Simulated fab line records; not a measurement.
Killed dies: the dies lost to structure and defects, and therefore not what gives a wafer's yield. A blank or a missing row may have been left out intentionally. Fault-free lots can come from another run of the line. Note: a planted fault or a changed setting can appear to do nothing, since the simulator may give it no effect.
8D (eight disciplines) problem report, filled in by code | flow n5_finfet | the parts of the form that need people (team, actions taken, sign-off) are left out

== 1. THE ISSUE ==
At N5_FIN_CUT_CUT_ETCH_26, rf_fwd_power_W averages 484.0 W over 2 wafers from 2 lots, while fault-free wafers read 391.5 W, standard deviation 1.4. That puts it +66 standard deviations away from the usual mean.
The step: etches SiNx in CH3F/O2, target depth 39 nm, time 55.7 s.
First seen on wafer L295.2, day 5 17:57, on rie_diel-06. At this step, 12 wafers from 4 lots have a number in the record. Rule for "out" (also "out of limits"): further than 4 standard deviations from the usual mean. The other wafers with a number count as sound.

== 2. WHAT IT IS; WHAT IT IS NOT ==
question                    | is                       | is not
which readings at this step | rf_fwd_power_W, rf_vpp_V | drypump_motor_current_A, oes_ar_750_au, oes_product_au, showerhead_plenum_p_Torr, throttle_valve_pct
which lots                  | L295, L296               | L282, L293
which wafers of those lots  | L295.2, L296.6           | L295.1, L295.5, L296.4, L296.5
read on which tools         | rie_diel-06              | rie_diel-04
when                        | from day 5 17:57         | up to then (8 sound wafers); but 2 sound wafers of L296 came after

== 3. THE SUSPECTS, EACH WITH WHAT RULES IT OUT ==
Counting: if a tool at a process step up to the reading ran every lot that is out, it stays a suspect. Sound lots after the first of them don't rule it out here, since some wafers of a struck lot are sound.
- rie_diel-06 at N5_FIN_CUT_CUT_ETCH_26 (etches SiNx in CH3F/O2, target depth 39 nm, time 55.7 s): kept. Every lot that is out went through it, the first being L295 (day 5 17:57); the last sound lot it ran before that was L282 (day 2 10:38). Its own readings are out on those wafers: rf_fwd_power_W, rf_vpp_V.
- At N5_FIN_CUT_CUT_ETCH_26, inside rie_diel-06: chamber 2 took the wafers that are out, while their sound lot-mates went through chambers 0, 3.
Remaining after the count: rie_diel-06 at N5_FIN_CUT_CUT_ETCH_26.

== 4. THE CAUSE (what the simulator had put in) ==
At N5_FIN_CUT_CUT_ETCH_26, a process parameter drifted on rie_diel-06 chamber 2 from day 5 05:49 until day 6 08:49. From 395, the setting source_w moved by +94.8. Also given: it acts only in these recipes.
The count eliminated every tool but this one.

== 5. SEQUENCE OF EFFECTS, ordered by route ==
Each row: a reading whose mean over the struck wafers that have a number lies more than 3 standard deviations from the usual. Scope: only readings with a usual standard deviation given in the record; hours: median across lots of the time from each lot's start at the first step in this table that gives one to its start at this step; sigmas: change in usual standard deviations.
hours | step                   | reading        | usual   | on struck wafers | change | sigmas
0     | N5_FIN_CUT_CUT_ETCH_26 | rf_fwd_power_W | 391.5 W | 484.0            | +92.5  | +66
0     | N5_FIN_CUT_CUT_ETCH_26 | rf_vpp_V       | 297 V   | 273              | -24    | -6.3
It contains these process steps:
- N5_FIN_CUT_CUT_ETCH_26: etches SiNx in CH3F/O2, target depth 39 nm, time 55.7 s.
Later measuring or inspecting steps at which every struck wafer that the step has a row for has a number for every such reading, and none has moved that far: N5_BEOL_M4_RC_MEAS_101.

== 6. HOW IT WOULD HAVE BEEN CAUGHT EARLIER ==
The fault began at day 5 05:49; the first out-of-limits reading in this record came at day 5 17:57, 12 hours later.
